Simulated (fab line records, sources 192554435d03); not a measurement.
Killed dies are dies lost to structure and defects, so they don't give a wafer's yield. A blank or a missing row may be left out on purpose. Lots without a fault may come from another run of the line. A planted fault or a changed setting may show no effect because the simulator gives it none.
One fault seen from 2 desks | flow n5_finfet | each desk has only its own numbers; what lay behind them comes last

THE TOOL OWNER'S DESK: ald_metal-01
The tool's own readings at N5_HKMG_FIN_ALD_91 (deposits TiN, target thk 1 nm, pulse time 1 s, purge time 3 s): means of the sampled wafers that have a number, for each lot that ran on this tool. A lot is out of limits, marked OUT, if its mean lies more than 4 standard deviations from the usual mean; the brackets give that distance.
Columns: A = heater_power_w at N5_HKMG_FIN_ALD_91, usual 873 W; B = precursor_pulse_height_rel at N5_HKMG_FIN_ALD_91, usual 1.000
lot  | first seen here | A   | B
L610 | day 4 12:08     | 885 | 1.006
L617 | day 6 07:12     | 839 | 1.004
L622 | day 7 08:43     | 860 | 0.988
L625 | day 8 04:53     | 937 | 0.996
L627 | day 8 15:20     | 877 | 1.008
This desk's finding: nothing out of limits on any of the 5 lots.

THE METROLOGY DESK
What the gauges read, lot by lot, whatever tool the lot ran on: means of the sampled wafers that have a number. A lot is out of limits, marked OUT, if its mean lies more than 4 standard deviations from the usual mean; the brackets give that distance. Of its 16 readings 7 are shown: the one that was out of limits first, and those that lie furthest out on some lot.
Columns: A = IOFF_N_LONG at N5_BEOL_M4_RC_MEAS_101, usual 5.66e-05 nA/um; B = IOFF_P at N5_BEOL_M4_RC_MEAS_101, usual 0.21 nA/um; C = VT_N at N5_BEOL_M4_RC_MEAS_101, usual 249.7 mV; D = VT_N_LONG at N5_BEOL_M4_RC_MEAS_101, usual 274.5 mV; E = VT_N_LVT at N5_BEOL_M4_RC_MEAS_101, usual 98.3 mV; F = VT_P at N5_BEOL_M4_RC_MEAS_101, usual -250 mV; G = VT_P_LVT at N5_BEOL_M4_RC_MEAS_101, usual -98.4 mV
lot  | first seen here | A                   | B    | C     | D                | E     | F    | G
L610 | day 8 03:34     | 5.54e-05            | 0.21 | 246.7 | 273.5            | 96.4  | -253 | -100.1
L617 | day 9 18:08     | 5.63e-05            | 0.20 | 251.4 | 272.3            | 98.4  | -250 | -98.2
L622 | day 11 04:47    | 5.17e-05            | 0.24 | 250.1 | 276.4            | 99.7  | -247 | -96.2
L625 | day 11 15:35    | 4.59e-05 (-4.1) OUT | 0.27 | 259.0 | 287.4 (+6.1) OUT | 107.2 | -242 | -92.9
L627 | day 12 17:29    | 4.78e-05            | 0.24 | 259.4 | 282.8            | 104.8 | -245 | -91.2
L629 | day 13 17:08    | 5.69e-05            | 0.20 | 251.4 | 274.4            | 100.3 | -251 | -100.3
L611 | day 13 19:43    | 5.73e-05            | 0.23 | 249.6 | 273.0            | 96.3  | -246 | -95.0
L631 | day 15 05:43    | 5.97e-05            | 0.23 | 247.4 | 270.8            | 95.7  | -244 | -94.9
This desk's finding: out of limits on L625; first on L625, day 11 15:35 (IOFF_N_LONG at N5_BEOL_M4_RC_MEAS_101). In limits: L610, L617, L622, L627, L629, L611, L631.

PUT TOGETHER
The metrology desk could have raised an alarm at day 11 15:35, on L625.
The tool owner's desk saw nothing out of limits.
The tool owner's desk has L625 on record, within its limits.
Of the lots named, all ran N5_HKMG_FIN_ALD_91 on ald_metal-01.

WHAT THE SIMULATOR HAD PUT IN
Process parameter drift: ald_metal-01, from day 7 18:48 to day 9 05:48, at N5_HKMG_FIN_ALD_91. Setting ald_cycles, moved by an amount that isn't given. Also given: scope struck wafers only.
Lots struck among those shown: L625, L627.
Hours from the fault's start to each desk's first reading out of limits: the metrology desk, 93.
